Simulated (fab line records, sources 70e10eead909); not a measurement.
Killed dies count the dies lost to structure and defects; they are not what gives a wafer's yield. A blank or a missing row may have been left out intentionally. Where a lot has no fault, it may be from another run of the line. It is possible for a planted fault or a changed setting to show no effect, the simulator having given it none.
Comparing a struck lot with a sound one | flow nand harc | 41 steps out of a route of 1159
Sound: the wafers L851.1, L851.2, L851.5. The struck wafers were L856.3, L856.4, L856.6. Last of all comes the cause.
Each step with rows lists, per side, the tool, then ch with its chambers, then its first start. Under that, the readings that differ: sound wafers | struck wafers | difference of the means | sigmas: that difference in standard deviations of wafers without a fault.
alike: same words and numbers on both sides, and readings whose means sit less than 2 such deviations apart. not compared: any withheld reading, any reading some wafer has no value for, any bound like >300 that may hide the same value, and any number with overlapping values for which the record gives no deviation.
The two part at a step that has a row with sigmas, a row that says differs or no value, or rows on one side only. Numbers that don't overlap but have no deviation are shown without sigmas and don't part them. A reading that every wafer of one side lacks parts them only if that side has two wafers or more.

first, 6 steps without rows for these wafers: NHARC_A_SGD_CUT_COAT_03 (resist thk 90 nm); NHARC_A_SGD_CUT_SOFTBAKE_04 (time 55 s); NHARC_A_SGD_CUT_EBR_05; NHARC_A_SGD_CUT_EXPOSE_06 (exposes mask SGD); NHARC_A_SGD_CUT_PEB_07 (peb time 65 s); NHARC_A_SGD_CUT_DEVELOP_08 (develop time 35 s).
NHARC_A_SGD_CUT_CD_MEAS_09: the cd target is 100 nm.
  sound on cd sem-03 ch 0, day 15 07:31; struck on cd sem-01 ch 0, day 16 06:24
  reading    | sound             | struck         | difference | sigmas
  cd nm (nm) | 101.0 100.2 101.4 | 99.6 99.0 98.6 | -1.8       | -2
NHARC_A_SGD_CUT_OVL_MEAS_10:
  sound on overlay-01, day 15 07:36; struck on overlay-01, day 16 06:29
  alike: overlay x nm, overlay y nm
NHARC_A_SGD_CUT_INSPECT_11:
  sound on defect inspect-01, day 15 07:38; struck on defect inspect-02, day 16 06:31
  alike: raw defect count
then, 1 step without rows for these wafers: NHARC_A_SGD_CUT_DESCUM_14 (chemistry O2, time 3 s).
NHARC_A_SGD_CUT_ETCH_58: etches the open film in CF4, target depth 39 nm, time 65 s.
  sound on rie diel-07 ch 1,2,3, day 15 07:47; struck on rie diel-07 ch 0,1,3, day 16 06:40
  alike: drypump motor current A, oes product au, rf fwd power W, rf vpp V, showerhead plenum p Torr, throttle valve pct
  not compared: rf hours counter h
NHARC_A_SGD_CUT_ETCH_59: etches the open film in N2/H2, target depth 260 nm, time 406.25 s.
  sound on rie diel-07 ch 1,3; struck on rie diel-07 ch 0,2,3
  alike: drypump motor current A, oes product au, rf fwd power W, rf vpp V, showerhead plenum p Torr, throttle valve pct
  not compared: rf hours counter h
NHARC_A_SGD_CUT_ETCH_15: etches the open film in CH3F/O2, target depth 75 nm, time 64.3 s.
  sound on rie diel-07 ch 0,2,3, day 15 08:11; struck on rie diel-07 ch 1,2, day 16 07:04
  reading            | sound             | struck            | difference | sigmas
  rf fwd power W (W) | 497.2 496.5 500.2 | 494.5 493.0 494.6 | -3.9       | -2
  alike: drypump motor current A, oes product au, rf vpp V, showerhead plenum p Torr, throttle valve pct
  not compared: rf hours counter h
then, 7 steps without rows for these wafers: NHARC_A_SGD_CUT_ETCH_16 (etches the open film in C4F8/O2/Ar, target depth 310.5 nm, time 155.2 s); NHARC_A_SGD_CUT_STRIP_60 (strips in C4F8/O2/Ar); NHARC_A_SGD_CUT_STRIP_17 (strips in O2); NHARC_A_SGD_CUT_PRECLEAN_18 (cleans in SC1); NHARC_A_SGD_CUT_SRD_19; NHARC_A_SGD_CUT_DEP_20 (deposits SiO2, target thk 150 nm); NHARC_A_SGD_CUT_ANNEAL_27 (time 1800 s).
NHARC_A_SGD_CUT_CMP_21: polishes, target thk 148.19 nm.
  sound on cmp-01 ch 0,2,3, day 15 13:13; struck on cmp-03 ch 0,2, day 16 12:19
  alike: motor current A, time to endpoint s
NHARC_A_SGD_CUT_THK_MEAS_22: measures by ellipsometry.
  sound on film metro-01, day 15 13:25; struck on film metro-01, day 16 12:34
  alike: thk nm
then, 2 steps without rows for these wafers: NHARC_A_SGD_CUT_SRD_23; NHARC_A_SGD_CUT_ETCH_26 (etches SiO2 in dHF, target depth 45.8 nm).
NHARC_A_SGD_CUT_ETCHBACK_24: etches the open film in CH3F/O2, target depth 50 nm, time 92.857 s.
  sound on rie diel-11 ch 0,1,2, day 15 13:40; struck on rie diel-05 ch 0,3, day 16 12:47
  reading               | sound          | struck         | difference | sigmas
  oes product au (a.u.) | 0.94 0.92 0.94 | 0.99 1.01 1.00 | +0.07      | +2
  alike: drypump motor current A, rf fwd power W, rf vpp V, showerhead plenum p Torr, throttle valve pct
  not compared: rf hours counter h
NHARC_A_SGD_CUT_STRIP_28: strips in O2, time 20 s.
  sound on rie diel-11 ch 0,1,2; struck on rie diel-05 ch 1,2
  alike: drypump motor current A, oes product au, rf vpp V, showerhead plenum p Torr, throttle valve pct
  not compared: rf hours counter h
then, 11 steps without rows for these wafers: NHARC_A_SLIT_DEP_25 (deposits SiO2, target thk 200 nm); NHARC_A_SLIT_DEP_00 (deposits aC, target thk 3200 nm); NHARC_A_SLIT_DEP_23 (deposits SiON, target thk 100 nm); NHARC_A_SLIT_DEHYDRATE_01 (time 120 s); NHARC_A_SLIT_HMDS_02 (time 30 s); NHARC_A_SLIT_COAT_03 (resist thk 90 nm); NHARC_A_SLIT_SOFTBAKE_04 (time 55 s); NHARC_A_SLIT_EBR_05; NHARC_A_SLIT_EXPOSE_06 (exposes mask SLIT); NHARC_A_SLIT_PEB_07 (peb time 65 s); NHARC_A_SLIT_DEVELOP_08 (develop time 35 s).
NHARC_A_SLIT_CD_MEAS_09: the cd target is 300 nm.
  sound on cd sem-02 ch 0, day 15 18:11; struck on cd sem-02 ch 0, day 16 17:31
  alike: cd nm
NHARC_A_SLIT_OVL_MEAS_10:
  sound on overlay-01, day 15 18:16; struck on overlay-02, day 16 17:36
  alike: overlay x nm, overlay y nm
then, 1 step without rows for these wafers: NHARC_A_SLIT_DESCUM_14 (chemistry O2, time 3 s).
-- record jumps: 5 days between struck wafers' starts before vs after; left off in module A_SLIT, resumes in module END, first step shown is number 1159 of the route --
NHARC_END_SORT_01:
  only the struck wafers appear in the record here, on prober-02 ch 0 at day 21 19:43; the sound ones have no rows

## WHERE THEY PART
At NHARC_A_SGD_CUT_CD_MEAS_09 first; at NHARC_END_SORT_01 last (within this record only).

WHY: what had been put in by the simulator
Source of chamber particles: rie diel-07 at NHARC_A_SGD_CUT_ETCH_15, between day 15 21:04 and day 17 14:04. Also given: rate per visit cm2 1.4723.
